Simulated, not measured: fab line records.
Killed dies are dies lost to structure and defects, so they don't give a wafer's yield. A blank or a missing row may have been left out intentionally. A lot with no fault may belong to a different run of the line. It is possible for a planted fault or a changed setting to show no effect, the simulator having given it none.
Which tool did it? + flow n5_finfet + Sampling: 9 lots, 27 wafers, 6 of 1938 route steps

WHAT EACH GAUGE READ, for each wafer
N5_START_INSPECT_01: inspects for defects (unpatterned scan).
| lot  | measured    | on                | raw_defect_count |
|------|-------------|-------------------|------------------|
| L467 | day 1 18:02 | defect_inspect-02 | 2 7 10           |
| L469 | day 2 06:02 | defect_inspect-02 | 2 11 4           |
| L476 | day 4 00:02 | defect_inspect-01 | 8 6 5            |
| L477 | day 4 06:02 | defect_inspect-02 | 6 6 6            |
| L478 | day 4 12:02 | defect_inspect-01 | 5 8 4            |
| L483 | day 5 18:02 | defect_inspect-01 | 5 5 8            |
| L484 | day 6 00:02 | defect_inspect-01 | 6 6 9            |
| L487 | day 6 18:02 | defect_inspect-01 | 3 6 5            |
| L489 | day 7 06:02 | defect_inspect-01 | 3 5 6            |

N5_WELL_APT_OVL_MEAS_26.
| lot  | measured    | on         | PWELL_OVL (nm) |
|------|-------------|------------|----------------|
| L467 | day 1 20:59 | overlay-01 | -5 -5 -3       |
| L469 | day 2 09:16 | overlay-02 | -1 11 -2       |
| L476 | day 4 02:47 | overlay-02 | -4 -5 -2       |
| L477 | day 4 09:06 | overlay-01 | -3 -8 -7       |
| L478 | day 4 15:11 | overlay-02 | -4 -14 -10     |
| L483 | day 5 20:51 | overlay-02 | -10 -7 -9      |
| L484 | day 6 02:50 | overlay-01 | 1 1 -6         |
| L487 | day 6 21:10 | overlay-02 | -7 0 -10       |
| L489 | day 7 08:58 | overlay-02 | 6 6 5          |

N5_PMOS_HMC_CHANNEL_EPI_CD_MEAS_09 targets a cd of 237.4 nm.
| lot  | measured    | on        | cd_nm (nm)        |
|------|-------------|-----------|-------------------|
| L467 | day 1 23:41 | cd_sem-03 | 237.8 238.5 238.3 |
| L469 | day 2 11:25 | cd_sem-01 | 237.6 237.9 238.8 |
| L476 | day 4 05:23 | cd_sem-03 | 236.8 236.6 236.8 |
| L477 | day 4 11:25 | cd_sem-03 | 236.8 237.3 236.9 |
| L478 | day 4 17:26 | cd_sem-03 | 235.4 236.5 237.3 |
| L483 | day 5 23:30 | cd_sem-03 | 246.0 246.7 246.2 |
| L484 | day 6 05:14 | cd_sem-02 | 237.7 236.7 237.5 |
| L487 | day 6 23:30 | cd_sem-02 | 246.4 246.9 246.9 |
| L489 | day 7 11:04 | cd_sem-02 | 236.7 237.1 237.8 |

N5_BEOL_M4_RC_MEAS_101.
| lot  | measured     | on        | DIBL_N (mV/V)  | DIBL_P (mV/V)  | IOFF_N (nA/um)    | IOFF_P (nA/um) | ION_N (uA/um) | ION_P (uA/um) | SS_N (mV/dec)  | SS_P (mV/dec)  | VT_N (mV)         | VT_P (mV)      |
|------|--------------|-----------|----------------|----------------|-------------------|----------------|---------------|---------------|----------------|----------------|-------------------|----------------|
| L467 | day 7 23:18  | prober-01 | 35.0 37.3 36.1 | 35.9 38.7 37.2 | 0.143 0.184 0.163 | 0.21 0.26 0.23 | 657 680 663   | 457 468 460   | 71.2 71.9 72.0 | 73.6 74.2 73.8 | 253.3 247.2 250.5 | -248 -245 -249 |
| L469 | day 8 18:02  | prober-01 | 36.1 37.7 35.5 | 37.5 39.1 36.7 | 0.159 0.190 0.152 | 0.23 0.27 0.22 | 674 678 677   | 469 469 471   | 71.1 71.6 71.4 | 73.0 73.6 73.6 | 248.9 249.7 253.0 | -247 -248 -252 |
| L476 | day 10 17:21 | prober-02 | 36.8 34.4 36.3 | 36.6 33.9 36.0 | 0.161 0.132 0.153 | 0.23 0.19 0.23 | 678 672 672   | 466 465 460   | 71.1 70.5 71.6 | 73.2 72.3 73.4 | 252.8 252.3 251.1 | -248 -247 -249 |
| L477 | day 11 06:55 | prober-02 | 37.1 36.3 36.3 | 38.5 37.9 36.7 | 0.184 0.174 0.162 | 0.22 0.21 0.20 | 680 664 667   | 458 456 450   | 71.3 72.3 72.1 | 74.1 73.2 73.7 | 245.7 247.0 249.6 | -253 -251 -253 |
| L478 | day 11 05:37 | prober-02 | 37.6 35.4 36.4 | 38.3 34.8 36.9 | 0.190 0.134 0.165 | 0.26 0.19 0.23 | 675 655 686   | 466 447 467   | 71.9 70.7 71.2 | 73.5 72.7 73.6 | 247.7 255.9 248.5 | -248 -253 -251 |
| L483 | day 12 12:41 | prober-02 | 36.8 36.8 37.8 | 38.5 38.7 40.1 | 0.174 0.182 0.198 | 0.21 0.24 0.25 | 686 684 688   | 462 470 467   | 71.9 71.7 72.4 | 73.5 73.6 73.6 | 247.8 248.8 244.6 | -251 -248 -246 |
| L484 | day 12 16:38 | prober-01 | 37.0 38.6 38.9 | 38.6 40.0 39.9 | 0.158 0.175 0.186 | 0.21 0.22 0.23 | 673 676 676   | 466 457 459   | 71.4 72.2 72.4 | 73.5 73.9 74.1 | 249.6 251.9 250.7 | -250 -253 -251 |
| L487 | day 13 19:39 | prober-01 | 32.4 33.6 33.5 | 32.4 34.1 33.6 | 0.116 0.125 0.126 | 0.17 0.18 0.17 | 662 672 670   | 457 472 458   | 70.1 70.4 70.2 | 72.2 72.7 72.0 | 252.3 252.2 247.5 | -253 -251 -254 |
| L489 | day 13 15:49 | prober-02 | 37.3 38.3 37.7 | 36.0 37.0 35.6 | 0.184 0.213 0.183 | 0.25 0.29 0.25 | 675 673 673   | 464 460 462   | 71.8 71.7 72.7 | 73.7 74.9 74.1 | 246.7 245.4 249.9 | -246 -246 -247 |

TOOL THAT RAN EACH LOT (tool first, then ch and the chambers of the sampled wafers, then the start)
| lot  | N5_PMOS_HMC_CHANNEL_EPI_PEB_07   | N5_PMOS_HMC_CHANNEL_EPI_HM_OPEN_15 |
|------|----------------------------------|------------------------------------|
| L467 | litho_track-03 ch 0, day 1 23:37 | rie_diel-02 ch 1,2,3, day 1 23:51  |
| L469 | litho_track-05 ch 0, day 2 11:20 | rie_diel-06 ch 0,1,3, day 2 11:34  |
| L476 | litho_track-03 ch 0, day 4 05:19 | rie_diel-02 ch 0,1,3, day 4 05:33  |
| L477 | litho_track-03 ch 0, day 4 11:20 | rie_diel-01 ch 0,1,3, day 4 11:34  |
| L478 | litho_track-03 ch 0, day 4 17:23 | rie_diel-01 ch 0,1,3, day 4 17:37  |
| L483 | litho_track-03 ch 0, day 5 23:26 | rie_diel-02 ch 0,2,3, day 5 23:41  |
| L484 | litho_track-02 ch 0, day 6 05:10 | rie_diel-02 ch 0,1,2, day 6 05:24  |
| L487 | litho_track-03 ch 0, day 6 23:26 | rie_diel-01 ch 0,3, day 6 23:53    |
| L489 | litho_track-02 ch 0, day 7 10:59 | rie_diel-02 ch 0,1,2, day 7 11:13  |
- N5_PMOS_HMC_CHANNEL_EPI_PEB_07: peb time 60 s.
- N5_PMOS_HMC_CHANNEL_EPI_HM_OPEN_15: chemistry CHF3/O2, target SiO2, target depth 40.6 nm, time 20.3 s.

AS READ BY THE TOOLS THEMSELVES (means over the sampled wafers that have a number; for cases with no such wafer, the mark the record gives instead)
N5_PMOS_HMC_CHANNEL_EPI_PEB_07.
| lot  | tool           | heater_power_total_W (W) | plate_temp_C (C) |
|------|----------------|--------------------------|------------------|
| L467 | litho_track-03 | 175.2                    | 109.92           |
| L469 | litho_track-05 | 174.7                    | 110.15           |
| L476 | litho_track-03 | 175.5                    | 110.03           |
| L477 | litho_track-03 | 175.5                    | 109.99           |
| L478 | litho_track-03 | 174.3                    | 110.15           |
| L483 | litho_track-03 | 179.9                    | 113.05           |
| L484 | litho_track-02 | 176.7                    | 110.04           |
| L487 | litho_track-03 | 182.1                    | 112.94           |
| L489 | litho_track-02 | 176.2                    | 110.06           |

N5_PMOS_HMC_CHANNEL_EPI_HM_OPEN_15.
| lot  | tool        | drypump_motor_current_A (A) | oes_product_au (a.u.) | rf_fwd_power_W (W) | rf_vpp_V (V) | showerhead_plenum_p_Torr (Torr) | throttle_valve_pct (%) |
|------|-------------|-----------------------------|-----------------------|--------------------|--------------|---------------------------------|------------------------|
| L467 | rie_diel-02 | 5.7                         | 0.81                  | 643.3              | 523          | 2.36                            | 18.71                  |
| L469 | rie_diel-06 | 5.4                         | 0.76                  | 644.5              | 524          | 2.36                            | 18.92                  |
| L476 | rie_diel-02 | 5.8                         | 0.85                  | 648.2              | 524          | 2.44                            | 18.65                  |
| L477 | rie_diel-01 | 5.3                         | 0.75                  | 642.1              | 520          | 2.39                            | 18.91                  |
| L478 | rie_diel-01 | 5.3                         | 0.76                  | 643.9              | 521          | 2.39                            | 18.92                  |
| L483 | rie_diel-02 | 5.4                         | 0.82                  | 646.3              | 525          | 2.43                            | 18.72                  |
| L484 | rie_diel-02 | 5.6                         | 0.82                  | 646.3              | 523          | 2.40                            | 18.67                  |
| L487 | rie_diel-01 | 5.6                         | 0.74                  | 645.1              | 520          | 2.34                            | 18.87                  |
| L489 | rie_diel-02 | 5.5                         | 0.81                  | 646.8              | 523          | 2.40                            | 18.68                  |

THE ANSWER, worked out from the rows above alone
Rule: the usual values come from the lots themselves. Put in order of their means at a reading, lots are off if they are a third of the lots or fewer, leave a main group of 4 or more, and stand apart from it by a gap of 3 or more times the standard deviation of the main group's means; of several such gaps the widest counts. The tables above print the reading to a certain number of digits; a main group whose means all agree to those digits is not used. A lot without any number at a reading at which 4 lots or more have one is off too. All remaining lots with rows at the step are treated as sound. The gauges are gone through in route order, then the tools' own readings, and for those a lot's mean is taken as printed above. At the first step where some lot is off, the reading lying furthest off is the one used; lots without a number count as furthest.
Off: L483, L487 (N5_PMOS_HMC_CHANNEL_EPI_CD_MEAS_09, cd_nm). Mean 237.3 nm and standard deviation 0.62 in the main group.
A tool fits if, at a process step before that reading, it ran every lot that is off, and no sound lot after the first of them. Not tried: the gauges at N5_PMOS_HMC_CHANNEL_EPI_CD_MEAS_09; whatever is off there is also off at N5_PMOS_HMC_CHANNEL_EPI_PEB_07, on other tools, and gauge error can't account for it. One candidate fits, namely litho_track-03 at N5_PMOS_HMC_CHANNEL_EPI_PEB_07. Its last sound lot is L478 (day 4 17:23), its first lot that is off L483 (day 5 23:26): a fault that began between those two fits.
The tool's own readings at N5_PMOS_HMC_CHANNEL_EPI_PEB_07 bear it out: on the lots that are off they differ by more than 5 times the standard deviation of the sound lots' means. heater_power_total_W reads 181.0 W there against 175.4 W on the sound lots; plate_temp_C reads 113.00 C there against 110.05 C on the sound lots.

WHAT THE SIMULATOR HAD INSERTED
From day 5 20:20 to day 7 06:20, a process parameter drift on litho_track-03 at N5_PMOS_HMC_CHANNEL_EPI_PEB_07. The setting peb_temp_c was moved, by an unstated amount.
Lots struck among those shown: L483, L487. This agrees with what the rule above found.
